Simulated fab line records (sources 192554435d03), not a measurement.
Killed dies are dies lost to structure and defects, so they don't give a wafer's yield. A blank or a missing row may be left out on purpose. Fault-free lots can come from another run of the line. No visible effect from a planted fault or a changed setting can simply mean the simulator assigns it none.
Problem report in the 8D (eight disciplines) form, filled by code | flow n5Finfet | the parts of the form that need people (team, actions taken, sign-off) are left out

== 1. THE ISSUE ==
At N5_BEOL_M8_CMP_52, timeToEndpointS averages 83.6 s over 4 wafers from 3 lots, while fault-free wafers read 62.1 s, standard deviation 2.7. That is +8.0 standard deviations from the usual mean.
The step: polishes, stops on SiCOH lowk, t overpolish 6.9 s, target thk 80 nm.
Earliest sighting: wafer L523.1 on cmp-04 at day 16 03:31. The record has a number at this step for 33 wafers belonging to 12 lots. Rule for "out" (also "out of limits"): further than 4 standard deviations from the usual mean. The other wafers with a number count as sound.

== 2. WHAT IT IS, WHAT IT ISN'T ==
question                    | is                             | is not
which readings at this step | timeToEndpointS                | headPressurePsi
which lots                  | L523, L524, L526               | L507, L508, L513, L516, L517, L518, L520, L521, L528
which wafers of those lots  | L523.1, L524.1, L524.3, L526.1 | L523.6, L526.4
read on which tools         | cmp-01, cmp-02, cmp-04         | -
when                        | from day 16 03:31              | up to then (25 sound wafers); but 4 sound wafers of L526, L528 came after

== 3. WHAT RULES OUT EACH SUSPECT ==
Counting: any tool at a process step up to the reading remains a suspect provided it ran every lot that is out. Sound lots after the first of them don't rule it out here, since some wafers of a struck lot are sound.
- ecdCu-01 at N5_BEOL_M8_ECD_50 (material Cu, target thk 300 nm): kept. It ran every lot that is out, first L523 (day 16 02:38); its last sound lot up to then is L521 (day 16 02:24).
The count leaves ecdCu-01 at N5_BEOL_M8_ECD_50.

== 4. THE CAUSE (what the simulator had put in) ==
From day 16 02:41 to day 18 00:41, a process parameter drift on ecdCu-01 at N5_BEOL_M8_ECD_50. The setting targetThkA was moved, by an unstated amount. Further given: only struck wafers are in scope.
This tool alone remained once counting was done.

== 5. THE CHAIN OF EFFECTS, in route order ==
Rows list readings where the struck wafers' mean (over those with a number) sits beyond 3 standard deviations from the usual. Only readings for which the record gives a usual standard deviation are gone through. hours: the time from each lot's start at the first step in this table that gives one to its start at this step, as a median over the lots. sigmas: the change in usual standard deviations.
hours | step              | reading         | usual  | on struck wafers | change | sigmas
0     | N5_BEOL_M8_CMP_52 | timeToEndpointS | 62.1 s | 83.6             | +21.5  | +8.0
It contains these process steps:
- N5_BEOL_M8_CMP_52: polishes, stops on SiCOH lowk, t overpolish 6.9 s, target thk 80 nm.
Later steps that measure or inspect, where all struck wafers having a row at the step show a number for every such reading and not one has moved that far: N5_BEOL_M8_THK_MEAS_53.

== 6. HOW IT WOULD HAVE BEEN CAUGHT EARLIER ==
In this record the first reading out of limits was taken at day 16 03:31, 1 hour after the fault began at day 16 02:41.
Among the 3 lots that are out, L526 began N5_BEOL_M8_ECD_50 on ecdCu-01 after day 16 03:31. Putting the tool on hold at that point would have spared it.
